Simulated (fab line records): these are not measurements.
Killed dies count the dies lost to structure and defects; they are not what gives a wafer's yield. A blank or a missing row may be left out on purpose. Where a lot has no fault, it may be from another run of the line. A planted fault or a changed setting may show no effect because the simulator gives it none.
fab line records -- flow n5_finfet
record lots=9, wafers=27, last_day=18
route steps=1938 shown GATE_CUT@504 MOL_CONTACT_COAG@528 BEOL_M4@1111 PASSIVATION@1936
lots with no fault: from the same line, run without faults
start_h: the number of hours between the record's first day and the start of the first shown wafer of the lot -- wait_h: time in hours since the lot's previous step -- " repeats the value in the row above -- L1.1+2: several wafers, shown together as one row -- - either no value or no given start -- * or withheld: withheld -- < > ~ a bound
route shown NAME@n: names a module that has steps shown in the file, with the first one's number in the route -- usual: mean/standard deviation taken from wafers without a fault -- same: alike in all rows -- chamber/n: place in a boat -- sites: readings site by site -- _std_site: the values' standard deviation -- _edge_site: mean of outer sites minus mean of inner sites -- radius_mm: for every site, how far away it sits from the centre of the wafer -- mask NAME#n: copy n -- behind: the tool/chamber that last shaped the wafer -- hold: reason for holding the lot/hours on hold/outcome of the hold -- device: whichever transistor did not switch (one of n, p or np) -- end of line: the route-end tests of the same wafers -- step lacking rows: just its recipe -- killed: dies lost to structure and defects at the first sort, not the wafer's yield -- map: shows each die of a wafer: x if killed, . if not, _ if none is there
set.NAME: the setting as run; set.NAME@STEP: as run at that earlier step -- model.NAME: the simulator's own value behind a step, which no gauge read
one table for each step of the route and one row for each wafer, over a sample of lots
services: a tool's chamber out of use, with start hour (start_h, from the record's first day; less than 0 if before it), hours out, and reason
## steps
# step N5_GATE_CUT_VAPOR_ETCH_48
# recipe chemistry=BCl3/Cl2, target=TiN, mode=isotropic
# usual drypump_motor_current_A=6.0/0.42, oes_product_au=0.76/0.081
lot.wafer,tool,chamber,start_h,wait_h,drypump_motor_current_A,oes_product_au
L332.1,rie_metal-03,0,90.77,0.0,6.5,0.73
L332.3,rie_metal-03,0,90.77,0.0,6.5,0.73
L332.6,rie_metal-03,0,90.77,0.0,6.6,0.71
L335.3,rie_metal-01,1,112.05,0.0,6.1,0.72
L335.4,rie_metal-01,0,112.05,0.0,5.8,0.66
L335.5,rie_metal-01,1,112.05,0.0,6.1,0.71
L337.2,rie_metal-02,0,123.62,0.0,6.5,0.72
L337.3,rie_metal-02,0,123.62,0.0,6.5,0.72
L337.5,rie_metal-02,1,123.62,0.0,5.7,0.90
L345.2,rie_metal-02,1,173.02,0.0,5.7,0.87
L345.3,rie_metal-02,1,173.02,0.0,5.7,0.87
L345.4,rie_metal-02,0,173.02,0.0,6.5,0.72
L346.2,rie_metal-02,1,176.14,0.0,5.7,0.88
L346.3,rie_metal-02,0,176.14,0.0,6.5,0.72
L346.4,rie_metal-02,1,176.14,0.0,5.7,0.87
L347.1,rie_metal-01,0,185.31,0.1,5.8,0.65
L347.3,rie_metal-01,0,185.31,0.1,5.8,0.64
L347.4,rie_metal-01,0,185.31,0.1,5.8,0.65
L350.1,rie_metal-02,1,203.06,0.0,5.7,0.86
L350.4,rie_metal-02,1,203.06,0.0,5.7,0.86
L350.5,rie_metal-02,1,203.06,0.0,5.7,0.86
L352.2,rie_metal-02,1,213.11,0.0,5.7,0.85
L352.3,rie_metal-02,1,213.11,0.0,5.7,0.86
L352.6,rie_metal-02,0,213.11,0.0,6.5,0.70
L353.3,rie_metal-03,1,221.45,0.0,5.5,0.80
L353.4,rie_metal-03,0,221.45,0.0,6.6,0.71
L353.5,rie_metal-03,0,221.45,0.0,6.6,0.71
# step N5_GATE_CUT_VAPOR_ETCH_51
# recipe chemistry=BCl3/Cl2, target=HfO2, mode=isotropic
# usual drypump_motor_current_A=6.0/0.42, oes_product_au=0.76/0.08
lot.wafer,tool,chamber,start_h,wait_h,drypump_motor_current_A,oes_product_au
L332.1,rie_metal-03,0,90.83,0.0,6.6,0.73
L332.3,rie_metal-03,0,90.83,0.0,6.5,0.72
L332.6,rie_metal-03,0,90.83,0.0,6.6,0.72
L335.3,rie_metal-01,1,112.11,0.0,6.1,0.71
L335.4,rie_metal-01,0,112.11,0.0,5.8,0.66
L335.5,rie_metal-01,1,112.11,0.0,6.1,0.71
L337.2,rie_metal-02,0,123.68,0.0,6.5,0.72
L337.3,rie_metal-02,0,123.68,0.0,6.5,0.72
L337.5,rie_metal-02,1,123.68,0.0,5.7,0.89
L345.2,rie_metal-02,1,173.08,0.0,5.7,0.87
L345.3,rie_metal-02,1,173.08,0.0,5.7,0.87
L345.4,rie_metal-02,0,173.08,0.0,6.5,0.71
L346.2,rie_metal-02,1,176.20,0.0,5.7,0.86
L346.3,rie_metal-02,0,176.20,0.0,6.5,0.71
L346.4,rie_metal-02,1,176.20,0.0,5.7,0.86
L347.1,rie_metal-01,0,185.43,0.1,5.8,0.65
L347.3,rie_metal-01,0,185.43,0.1,5.7,0.66
L347.4,rie_metal-01,0,185.43,0.1,5.8,0.66
L350.1,rie_metal-02,1,203.12,0.0,5.7,0.85
L350.4,rie_metal-02,1,203.12,0.0,5.7,0.86
L350.5,rie_metal-02,1,203.12,0.0,5.7,0.86
L352.2,rie_metal-02,1,213.17,0.0,5.7,0.85
L352.3,rie_metal-02,1,213.17,0.0,5.7,0.86
L352.6,rie_metal-02,0,213.17,0.0,6.5,0.70
L353.3,rie_metal-03,1,221.51,0.0,5.4,0.80
L353.4,rie_metal-03,0,221.51,0.0,6.6,0.70
L353.5,rie_metal-03,0,221.51,0.0,6.6,0.71
# step N5_GATE_CUT_ALD_22
# recipe material=SiNx, target_thk_a=160, temp_c=400, ald_precursor_family=SiH2I2, ald_co_reactant=N2/H2-plasma, pulse_time_s=1, ald_cycles=320, purge_time_s=2, co_reactant_purge_time_s=2, pressure_torr=2
# usual heater_power_w=836/110, precursor_pulse_height_rel=1.001/0.019
lot.wafer,tool,chamber,start_h,wait_h,heater_power_w,precursor_pulse_height_rel,since_wet_clean_h
L332.1,ald_sin-04,0,91.54,0.5,654,1.040,84
L332.3,ald_sin-04,2,91.54,0.5,869,1.007,84
L332.6,ald_sin-04,0,91.54,0.5,653,1.031,-
L335.3,ald_sin-02,0,112.30,0.0,916,0.986,13
L335.4,ald_sin-02,3,112.30,0.0,786,1.004,13
L335.5,ald_sin-02,0,112.30,0.0,924,1.009,-
L337.2,ald_sin-02,1,123.88,0.0,702,1.000,25
L337.3,ald_sin-02,0,123.88,0.0,916,0.987,25
L337.5,ald_sin-02,3,123.88,0.0,789,0.962,-
L345.2,ald_sin-02,1,173.30,0.0,699,0.966,74
L345.3,ald_sin-02,0,173.30,0.0,902,0.984,74
L345.4,ald_sin-02,2,173.30,0.0,822,1.024,74
L346.2,ald_sin-04,2,179.03,2.7,869,0.998,171
L346.3,ald_sin-04,3,179.03,2.7,854,0.977,171
L346.4,ald_sin-04,0,179.03,2.7,645,1.015,171
L347.1,ald_sin-04,3,186.39,0.8,835,1.006,178
L347.3,ald_sin-04,0,186.39,0.8,663,1.033,178
L347.4,ald_sin-04,1,186.39,0.8,803,1.005,178
L350.1,ald_sin-02,1,203.32,0.0,711,0.999,104
L350.4,ald_sin-02,1,203.32,0.0,707,1.013,-
L350.5,ald_sin-02,0,203.32,0.0,944,0.971,-
L352.2,ald_sin-02,3,213.37,0.0,778,0.980,114
L352.3,ald_sin-02,0,213.37,0.0,913,1.016,114
L352.6,ald_sin-02,2,213.37,0.0,844,0.990,-
L353.3,ald_sin-04,0,221.70,0.0,671,0.981,214
L353.4,ald_sin-04,2,221.70,0.0,881,0.989,214
L353.5,ald_sin-04,0,221.70,0.0,638,1.014,-
# step N5_GATE_CUT_CMP_61
# recipe stop_on=SiNx, t_overpolish_s=3, post_cmp_clean=alkaline_brush, down_force_psi=4, platen_rpm=27.09, pad_velocity_m_s=0.539
# usual motor_current_A=12.3/1.5, slurry_filter_dp_kPa=13.50/0.14
lot.wafer,tool,chamber,start_h,wait_h,motor_current_A,slurry_filter_dp_kPa
L332.1,cmp-02,1,93.92,0.4,11.4,13.37
L332.3,cmp-02,0,93.92,0.4,12.3,13.52
L332.6,cmp-02,2,93.92,0.4,11.6,13.37
L335.4,cmp-02,0,114.60,0.4,12.6,13.73
L335.3,cmp-02,3,114.60,0.4,11.5,13.43
L335.5,cmp-02,1,114.60,0.4,11.8,13.28
L337.3,cmp-02,1,126.18,0.4,11.1,13.42
L337.2,cmp-02,0,126.18,0.4,13.0,13.88
L337.5,cmp-02,1,126.18,0.4,12.0,13.59
L345.4,cmp-03,2,175.73,0.4,14.1,13.51
L345.3,cmp-03,3,175.73,0.4,15.2,13.63
L345.2,cmp-03,0,175.73,0.4,15.9,13.36
L346.2,cmp-04,3,181.33,0.4,13.1,13.62
L346.4,cmp-04,0,181.33,0.4,10.8,13.51
L346.3,cmp-04,2,181.33,0.4,10.9,13.60
L347.4,cmp-04,0,188.68,0.4,11.2,13.60
L347.1,cmp-04,1,188.68,0.4,10.3,13.58
L347.3,cmp-04,3,188.68,0.4,13.1,13.49
L350.1,cmp-02,1,205.65,0.3,11.2,13.59
L350.4,cmp-02,3,205.65,0.3,11.7,13.73
L350.5,cmp-02,0,205.65,0.3,12.2,13.47
L352.3,cmp-02,3,215.72,0.3,11.2,13.45
L352.2,cmp-02,0,215.72,0.3,12.5,13.32
L352.6,cmp-02,2,215.72,0.3,11.9,13.56
L353.4,cmp-02,2,224.00,0.4,12.3,13.67
L353.3,cmp-02,3,224.00,0.4,11.7,13.59
L353.5,cmp-02,3,224.00,0.4,11.6,13.45
# step N5_GATE_CUT_INSPECT_26
# recipe inspect_instrument=darkfield, mode=post_cmp
# usual raw_defect_count=37/16
lot.wafer,tool,chamber,start_h,wait_h,raw_defect_count
L332.1,defect_inspect-01,-,94.15,0.0,33
L332.3,defect_inspect-01,-,94.15,0.0,60
L332.6,defect_inspect-01,-,94.15,0.0,32
L335.3,defect_inspect-02,-,114.83,0.0,497
L335.4,defect_inspect-02,-,114.83,0.0,487
L335.5,defect_inspect-02,-,114.83,0.0,474
L337.2,defect_inspect-02,-,126.67,0.0,508
L337.3,defect_inspect-02,-,126.67,0.0,539
L337.5,defect_inspect-02,-,126.67,0.0,477
L345.2,defect_inspect-02,-,175.97,0.0,27
L345.3,defect_inspect-02,-,175.97,0.0,26
L345.4,defect_inspect-02,-,175.97,0.0,25
L346.2,defect_inspect-02,-,181.56,0.0,17
L346.3,defect_inspect-02,-,181.56,0.0,40
L346.4,defect_inspect-02,-,181.56,0.0,14
L347.1,defect_inspect-01,-,188.92,0.0,44
L347.3,defect_inspect-01,-,188.92,0.0,104
L347.4,defect_inspect-01,-,188.92,0.0,74
L350.1,defect_inspect-01,-,205.85,0.0,28
L350.4,defect_inspect-01,-,205.85,0.0,22
L350.5,defect_inspect-01,-,205.85,0.0,51
L352.2,defect_inspect-01,-,215.90,0.0,35
L352.3,defect_inspect-01,-,215.90,0.0,36
L352.6,defect_inspect-01,-,215.90,0.0,46
L353.3,defect_inspect-02,-,224.23,0.0,27
L353.4,defect_inspect-02,-,224.23,0.0,31
L353.5,defect_inspect-02,-,224.23,0.0,41
# step N5_MOL_CONTACT_COAG_INSPECT_10
# recipe mode=adi, inspect_instrument=brightfield
# usual raw_defect_count=67/27
lot.wafer,tool,chamber,start_h,wait_h,raw_defect_count
L332.1,defect_inspect-02,-,94.69,0.1,72
L332.3,defect_inspect-02,-,94.69,0.1,111
L332.6,defect_inspect-02,-,94.69,0.1,55
L335.3,defect_inspect-02,-,115.22,0.0,521
L335.4,defect_inspect-02,-,115.22,0.0,499
L335.5,defect_inspect-02,-,115.22,0.0,491
L337.2,defect_inspect-02,-,127.19,0.0,554
L337.3,defect_inspect-02,-,127.19,0.0,560
L337.5,defect_inspect-02,-,127.19,0.0,498
L345.2,defect_inspect-01,-,176.48,0.0,55
L345.3,defect_inspect-01,-,176.48,0.0,55
L345.4,defect_inspect-01,-,176.48,0.0,60
L346.2,defect_inspect-01,-,181.95,0.0,45
L346.3,defect_inspect-01,-,181.95,0.0,55
L346.4,defect_inspect-01,-,181.95,0.0,32
L347.1,defect_inspect-02,-,189.31,0.1,85
L347.3,defect_inspect-02,-,189.31,0.1,220
L347.4,defect_inspect-02,-,189.31,0.1,113
L350.1,defect_inspect-01,-,206.24,0.1,59
L350.4,defect_inspect-01,-,206.24,0.1,49
L350.5,defect_inspect-01,-,206.24,0.1,87
L352.2,defect_inspect-02,-,216.28,0.0,67
L352.3,defect_inspect-02,-,216.28,0.0,60
L352.6,defect_inspect-02,-,216.28,0.0,79
L353.3,defect_inspect-01,-,224.74,0.0,53
L353.4,defect_inspect-01,-,224.74,0.0,48
L353.5,defect_inspect-01,-,224.74,0.0,62
# step N5_BEOL_M4_RC_MEAS_101
# usual DIBL_N=37.0/1.7, DIBL_P=36.7/2, IOFF_N=0.17/0.035, IOFF_P=0.22/0.035, ION_N=672/12, ION_P=461/7.5, SS_N=71.6/0.67, SS_P=73.4/0.64, VT_N=250/3.5, VT_P=-250/3.5
lot.wafer,tool,chamber,start_h,wait_h,DIBL_N[mV/V],DIBL_P[mV/V],IOFF_N[nA/um],IOFF_P[nA/um],ION_N[uA/um],ION_P[uA/um],SS_N[mV/dec],SS_P[mV/dec],VT_N[mV],VT_P[mV]
L332.1,prober-01,0,168.91,0.0,37.2,36.6,0.19,0.27,692,476,72.1,73.0,249,-242
L332.3,prober-01,0,168.91,0.0,34.5,33.5,0.13,0.20,663,461,71.3,72.5,252,-246
L332.6,prober-01,0,168.91,0.0,34.7,33.6,0.14,0.22,663,469,71.2,73.0,249,-246
L335.3,prober-01,0,192.97,0.3,37.8,36.6,0.17,0.21,675,459,71.3,73.5,247,-249
L335.4,prober-01,0,192.97,0.3,36.9,35.6,0.15,0.19,657,451,71.4,73.4,247,-249
L335.5,prober-01,0,192.97,0.3,35.3,33.9,0.12,0.18,650,447,70.9,72.8,252,-250
L337.2,prober-01,0,196.31,0.2,38.4,39.0,0.19,0.27,665,464,72.2,73.6,247,-248
L337.3,prober-01,0,196.31,0.2,39.2,38.8,0.20,0.25,668,449,72.3,74.1,249,-249
L337.5,prober-01,0,196.31,0.2,39.6,39.8,0.21,0.27,658,454,72.4,74.5,247,-250
L345.2,prober-02,0,247.66,0.2,34.9,35.6,0.14,0.21,669,461,70.5,73.5,251,-250
L345.3,prober-02,0,247.66,0.2,34.1,33.8,0.11,0.17,648,449,70.7,73.0,256,-253
L345.4,prober-02,0,247.66,0.2,34.5,35.1,0.13,0.20,661,462,70.4,73.3,252,-249
L346.2,prober-02,0,250.05,0.2,37.9,37.6,0.20,0.24,662,461,72.1,73.2,247,-247
L346.3,prober-02,0,250.05,0.2,37.5,37.4,0.17,0.24,668,462,71.8,73.2,249,-250
L346.4,prober-02,0,250.05,0.2,35.4,35.6,0.14,0.21,665,464,71.1,73.1,251,-249
L347.1,prober-02,0,257.08,0.0,36.5,36.5,0.17,0.24,683,469,71.2,73.5,249,-243
L347.3,prober-02,0,257.08,0.0,37.1,36.3,0.16,0.23,679,467,70.8,72.1,248,-248
L347.4,prober-02,0,257.08,0.0,41.1,40.7,0.27,0.32,688,470,72.2,74.2,241,-242
L350.1,prober-01,0,296.65,0.0,39.6,42.4,0.21,0.29,678,466,72.8,73.9,247,-248
L350.4,prober-01,0,296.65,0.0,37.1,39.0,0.16,0.22,670,467,71.3,73.5,250,-248
L350.5,prober-01,0,296.65,0.0,37.6,39.3,0.15,0.22,666,452,72.0,73.6,251,-249
L352.2,prober-02,0,302.36,0.2,36.6,36.8,0.13,0.17,658,447,71.6,73.4,256,-257
L352.3,prober-02,0,302.36,0.2,39.4,40.1,0.18,0.21,662,452,72.6,73.8,249,-251
L352.6,prober-02,0,302.36,0.2,38.0,38.7,0.15,0.19,664,454,71.6,74.3,253,-254
L353.3,prober-02,0,322.71,0.3,35.5,34.4,0.15,0.20,675,467,72.0,73.6,250,-250
L353.4,prober-02,0,322.71,0.3,36.0,35.2,0.16,0.22,678,466,71.8,73.5,246,-249
L353.5,prober-02,0,322.71,0.3,35.8,34.2,0.14,0.20,664,461,71.2,73.1,251,-252
# step N5_PASSIVATION_PROBE_49
# usual defect_limited_yield=91.1/1.3, killed_at_M0_to_M3=35/11, killed_at_M4_up=13/5.4, killed_at_contacts=14/6.5, killed_at_front_end=41/11, killed_at_other=4/3.1, killed_dies=106/15, killed_on_rim=14/3.7, killed_open=69/12, killed_short=35/7, sort_bin_5_function=5.2/0.86, sort_bin_6_memory=3.4/0.64, sort_n_pass=1074/15, sort_yield_pct=91.0/1.3
# same gross_dies=1180, killed_at_back_side=0, sort_bin_4_leakage[%]=0, sort_bin_8_speed[%]=0
lot.wafer,tool,chamber,start_h,wait_h,defect_limited_yield[%],killed_at_M0_to_M3,killed_at_M4_up,killed_at_contacts,killed_at_front_end,killed_at_other,killed_dies,killed_on_rim,killed_open,killed_short,sort_bin_5_function[%],sort_bin_6_memory[%],sort_n_pass,sort_yield_pct[%]
L332.1,prober-02,-,273.06,0.0,90.7,26,20,10,48,6,110,16,65,41,5.3,3.6,1070,90.7
L332.3,prober-02,-,273.16,0.1,91.6,32,13,10,43,1,99,15,64,33,4.9,3.2,1081,91.6
L332.6,prober-02,-,273.31,0.3,91.0,24,10,23,46,3,106,14,69,35,5.2,3.5,1074,91.0
L335.3,prober-02,-,293.54,0.1,63.3,24,9,8,390,2,433,60,53,22,23.1,11.8,747,63.3
L335.4,prober-02,-,293.59,0.2,60.5,32,14,15,400,5,466,68,55,35,23.1,12.9,714,60.5
L335.5,prober-02,-,293.64,0.2,64.1,31,15,5,368,5,424,50,57,32,21.6,12.0,756,64.1
L337.2,prober-02,-,295.64,0.1,61.4,13,24,9,406,3,455,56,61,27,23.6,12.3,725,61.4
L337.3,prober-02,-,295.69,0.1,60.2,18,5,3,443,1,470,63,46,20,24.6,13.6,710,60.2
L337.5,prober-02,-,295.79,0.2,61.7,30,7,11,400,4,452,64,53,33,24.3,12.5,728,61.7
L347.1,prober-02,-,351.56,0.0,91.7,24,15,20,27,12,98,13,71,26,4.9,3.1,1082,91.7
L347.3,prober-02,-,351.66,0.1,91.0,37,22,19,20,8,106,9,72,32,5.1,3.4,1074,91.0
L347.4,prober-02,-,351.71,0.2,88.6,51,27,12,42,3,135,17,85,45,6.9,4.0,1045,88.6
L350.1,prober-02,-,406.72,0.0,91.2,41,30,3,29,1,104,10,69,31,5.4,3.0,1076,91.2
L350.4,prober-02,-,406.87,0.2,91.0,51,12,12,28,3,106,17,62,41,5.5,3.1,1074,91.0
L350.5,prober-02,-,406.92,0.2,92.9,35,13,8,25,3,84,10,56,28,4.7,2.4,1096,92.9
# killed by level:class
L332.1 FIN_SAQP:geometric_particle:short=10 GATE_CUT:geometric_particle:short=9 MOL_CONTACT_COAG:geometric_particle:open=8 DUMMY_GATE:geometric_particle:open=7 FIN_SAQP:geometric_particle:open=6 BEOL_M3:geometric_particle:open=6 BEOL_M4:geometric_particle:open=6 STI_FIN_REVEAL:geometric_particle:open=5
L332.3 BEOL_M3:geometric_particle:open=12 GATE_CUT:geometric_particle:short=11 BEOL_M1:geometric_particle:open=11 MOL_CONTACT_COAG:geometric_particle:open=8 BEOL_M4:geometric_particle:open=7 FIN_SAQP:geometric_particle:short=4 STI_FIN_REVEAL:geometric_particle:open=4 FIN_SAQP:geometric_particle:open=3
L332.6 MOL_CONTACT_COAG:geometric_particle:open=16 FIN_SAQP:geometric_particle:short=12 STI_FIN_REVEAL:geometric_particle:open=11 BEOL_M3:geometric_particle:open=10 MOL_CONTACT_COAG:geometric_particle:short=6 FIN_SAQP:geometric_particle:open=5 GATE_CUT:geometric_particle:short=5 BEOL_M1:geometric_particle:open=5
L335.3 GATE_CUT:unspecified=356 STI_FIN_REVEAL:geometric_particle:open=9 FIN_SAQP:geometric_particle:open=8 FIN_SAQP:geometric_particle:short=7 MOL_CONTACT_COAG:geometric_particle:open=6 BEOL_M0_SAQP:geometric_particle:short=6 BEOL_M2:geometric_particle:open=5 BEOL_M0_SAQP:geometric_particle:open=4
L335.4 GATE_CUT:unspecified=376 MOL_CONTACT_COAG:geometric_particle:open=12 FIN_SAQP:geometric_particle:short=7 BEOL_M2:geometric_particle:open=7 BEOL_M0_SAQP:geometric_particle:short=6 BEOL_M0:geometric_particle:open=5 BEOL_M5:geometric_particle:open=5 GATE_CUT:geometric_particle:short=4
L335.5 GATE_CUT:unspecified=333 FIN_SAQP:geometric_particle:open=10 BEOL_M0_SAQP:geometric_particle:short=9 BEOL_M2:geometric_particle:open=9 GATE_CUT:geometric_particle:short=7 BEOL_M4:geometric_particle:open=7 BEOL_M0:geometric_particle:open=6 STI_FIN_REVEAL:geometric_particle:open=5
L337.2 GATE_CUT:unspecified=366 BEOL_M4:geometric_particle:open=10 STI_FIN_REVEAL:geometric_particle:open=9 FIN_SAQP:geometric_particle:short=8 MOL_CONTACT_COAG:geometric_particle:open=7 FIN_SAQP:geometric_particle:open=5 STARTING-WAFER:geometric_particle:open=5 BEOL_M2:geometric_particle:open=4
L337.3 GATE_CUT:unspecified=403 STI_FIN_REVEAL:geometric_particle:open=16 BEOL_M0_SAQP:geometric_particle:open=8 FIN_SAQP:geometric_particle:open=6 FIN_SAQP:geometric_particle:short=4 STI_FIN_REVEAL:geometric_particle:short=4 GATE_CUT:geometric_particle:open=3 GATE_CUT:geometric_particle:short=3
L337.5 GATE_CUT:unspecified=365 MOL_CONTACT_COAG:geometric_particle:open=10 STI_FIN_REVEAL:geometric_particle:open=9 DUMMY_GATE:geometric_particle:open=7 BEOL_M0_SAQP:geometric_particle:open=7 BEOL_M0_SAQP:geometric_particle:short=7 FIN_SAQP:geometric_particle:short=5 FIN_SAQP:geometric_particle:open=4
L347.1 MOL_CONTACT_COAG:geometric_particle:open=16 MIM_TOP:geometric_particle:open=7 FIN_SAQP:geometric_particle:open=6 FIN_SAQP:geometric_particle:short=6 BEOL_M2:geometric_particle:open=6 BEOL_M4:geometric_particle:open=6 BEOL_M1:geometric_particle:open=5 BEOL_M3:geometric_particle:open=5
L347.3 MOL_CONTACT_COAG:geometric_particle:open=16 BEOL_M4:geometric_particle:open=11 BEOL_M0_SAQP:geometric_particle:open=8 BEOL_M3:geometric_particle:open=7 BEOL_M0_SAQP:geometric_particle:short=5 BEOL_M0:geometric_particle:open=5 STARTING-WAFER:geometric_particle:open=5 BEOL_M3:geometric_particle:short=4
L347.4 BEOL_M4:geometric_particle:open=11 MOL_CONTACT_COAG:geometric_particle:open=10 BEOL_M3:geometric_particle:open=10 STI_FIN_REVEAL:geometric_particle:open=9 BEOL_M0_SAQP:geometric_particle:short=8 BEOL_M2:geometric_particle:open=7 STARTING-WAFER:geometric_particle:short=7 BEOL_M0:geometric_particle:open=6
L350.1 BEOL_M0_SAQP:geometric_particle:open=14 BEOL_M5:geometric_particle:open=11 BEOL_M3:geometric_particle:open=9 STARTING-WAFER:geometric_particle:short=8 STI_FIN_REVEAL:geometric_particle:open=7 BEOL_M0_SAQP:geometric_particle:short=6 BEOL_M1:geometric_particle:open=6 BEOL_M7:geometric_particle:open=6
L350.4 BEOL_M0_SAQP:geometric_particle:short=16 BEOL_M0_SAQP:geometric_particle:open=11 BEOL_M3:geometric_particle:open=8 MOL_CONTACT_COAG:geometric_particle:open=8 BEOL_M5:geometric_particle:open=7 BEOL_M1:geometric_particle:open=6 STI_FIN_REVEAL:geometric_particle:open=5 MOL_CONTACT_COAG:geometric_particle:short=4
L350.5 BEOL_M0_SAQP:geometric_particle:short=9 STI_FIN_REVEAL:geometric_particle:open=7 MOL_CONTACT_COAG:geometric_particle:open=7 BEOL_M2:geometric_particle:open=6 GATE_CUT:geometric_particle:short=4 BEOL_M1:geometric_particle:open=4 BEOL_M3:geometric_particle:open=4 STARTING-WAFER:geometric_particle:short=4
## services
tool,chamber,start_h,hours,kind
cmp-03,-,67.90,6.1,pm
cmp-03,-,75.33,0.8,repair
ald_sin-04,3,80.38,7.1,repair
cmp-03,-,82.72,1.8,repair
ald_sin-02,-,85.26,14.0,pm
ald_sin-02,0,85.26,14.0,vent_cycle
ald_sin-02,1,85.26,14.0,vent_cycle
ald_sin-02,2,85.26,14.0,vent_cycle
ald_sin-02,3,85.26,14.0,vent_cycle
cmp-04,-,90.95,11.3,pm
ald_sin-04,-,93.00,28.1,pm
ald_sin-02,0,99.26,-,clean
ald_sin-02,1,99.26,-,clean
ald_sin-02,2,99.26,-,clean
cmp-04,-,114.53,4.0,pm
ald_sin-02,2,121.45,4.9,repair
cmp-02,-,140.98,2.3,repair
cmp-04,-,144.25,4.9,pm
ald_sin-04,0,146.68,3.8,repair
ald_sin-02,-,174.76,6.0,pm
rie_metal-01,1,182.26,8.9,repair
cmp-02,-,187.36,5.6,pm
ald_sin-02,3,194.15,5.0,repair
ald_sin-04,-,211.43,6.0,pm
## key
first_sign step=N5_GATE_CUT_INSPECT_26, reading=raw_defect_count, direction=up, sigmas=29, usual=37, struck=497
effect step=N5_MOL_CONTACT_COAG_INSPECT_10, reading=raw_defect_count, direction=up, sigmas=17, usual=67, struck=520
effect step=N5_PASSIVATION_PROBE_49, reading=killed_at_front_end, direction=up, sigmas=32, usual=41, struck=401
more_kills_born_at N5_GATE_CUT_CMP_61@cmp-02=2197
met_at N5_GATE_CUT_CMP_61
struck_lots L335,L337
not_acting_at N5_GATE_CUT_VAPOR_ETCH_48,N5_GATE_CUT_VAPOR_ETCH_51,N5_GATE_CUT_ALD_22
onset_between 93.92 114.60
fault kind=chamber_particle_source, tool=cmp-02, chamber=-, onset_h=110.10, steps=N5_GATE_CUT_CMP_61, rate_per_visit_cm2=0.73582, end_h=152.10
